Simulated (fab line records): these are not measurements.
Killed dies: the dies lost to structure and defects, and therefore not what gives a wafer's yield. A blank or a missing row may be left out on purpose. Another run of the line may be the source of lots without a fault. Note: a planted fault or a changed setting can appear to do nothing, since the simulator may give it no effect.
Matching of chambers :: flow n5_finfet :: rie_diel-01 running N5_HKMG_FIN_ETCH_35: 4 sister chambers
The step etches SOC in N2/H2, target depth 215.8 nm, time 243.4 s. 8 wafers are shown with their chamber, then 9 later ones without.

== WAFERS, EACH WITH ITS CHAMBER ==
wafer: L077.2
chamber: 3
showerhead_plenum_p_Torr (Torr): 2.47
throttle_valve_pct (%): 17.69

wafer: L080.3
chamber: 3
showerhead_plenum_p_Torr (Torr): 2.46
throttle_valve_pct (%): 17.68

wafer: L084.1
chamber: 0
showerhead_plenum_p_Torr (Torr): 2.47
throttle_valve_pct (%): 17.67

wafer: L084.4
chamber: 2
showerhead_plenum_p_Torr (Torr): 2.57
throttle_valve_pct (%): 17.93

wafer: L084.6
chamber: 1
showerhead_plenum_p_Torr (Torr): 2.39
throttle_valve_pct (%): 18.03

wafer: L086.1
chamber: 0
showerhead_plenum_p_Torr (Torr): 2.46
throttle_valve_pct (%): 17.66

wafer: L086.2
chamber: 1
showerhead_plenum_p_Torr (Torr): 2.39
throttle_valve_pct (%): 18.04

wafer: L086.3
chamber: 2
showerhead_plenum_p_Torr (Torr): 2.57
throttle_valve_pct (%): 17.95

== WAFERS WITHOUT THEIR CHAMBER ==
wafer: L089.3
showerhead_plenum_p_Torr (Torr): 2.57
throttle_valve_pct (%): 17.96

wafer: L089.4
showerhead_plenum_p_Torr (Torr): 2.57
throttle_valve_pct (%): 17.95

wafer: L089.6
showerhead_plenum_p_Torr (Torr): 2.46
throttle_valve_pct (%): 17.74

wafer: L090.2
showerhead_plenum_p_Torr (Torr): 2.46
throttle_valve_pct (%): 17.69

wafer: L090.4
showerhead_plenum_p_Torr (Torr): 2.45
throttle_valve_pct (%): 17.73

wafer: L090.6
showerhead_plenum_p_Torr (Torr): 2.46
throttle_valve_pct (%): 17.68

wafer: L095.2
showerhead_plenum_p_Torr (Torr): 2.45
throttle_valve_pct (%): 17.77

wafer: L095.3
showerhead_plenum_p_Torr (Torr): 2.46
throttle_valve_pct (%): 17.71

wafer: L095.5
showerhead_plenum_p_Torr (Torr): 2.45
throttle_valve_pct (%): 17.73

== CHAMBER TAKEN BY EACH ==
wafer: L089.3
from the rows above: 2
in truth: 2

wafer: L089.4
from the rows above: 2
in truth: 2

wafer: L089.6
from the rows above: 3
in truth: 3

wafer: L090.2
from the rows above: can't be placed: 3 or 0
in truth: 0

wafer: L090.4
from the rows above: can't be placed: 3 or 0
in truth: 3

wafer: L090.6
from the rows above: can't be placed: 3 or 0
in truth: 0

wafer: L095.2
from the rows above: 3
in truth: 3

wafer: L095.3
from the rows above: 3
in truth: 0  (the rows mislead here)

wafer: L095.5
from the rows above: can't be placed: 3 or 0
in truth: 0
Placed correctly: 4 of 9. These rows do not allow placing 4 (true chamber among the candidates in 4). Number placed wrongly: 1.
How it was worked out, from the rows above alone: a wafer's distance from a chamber is the root of the sum, over the readings, of the square of ((its reading less the chamber's mean) divided by the reading's scatter). The wafer belongs to the nearest chamber; if the next one is less than 2 further off, it can't be placed. For every chamber, the mean is computed from those of its wafers that are shown. How the scatter is found: for the shown wafers, subtract from each reading the mean of its chamber, square and add these, divide the total by (wafers less chambers), then take the root.
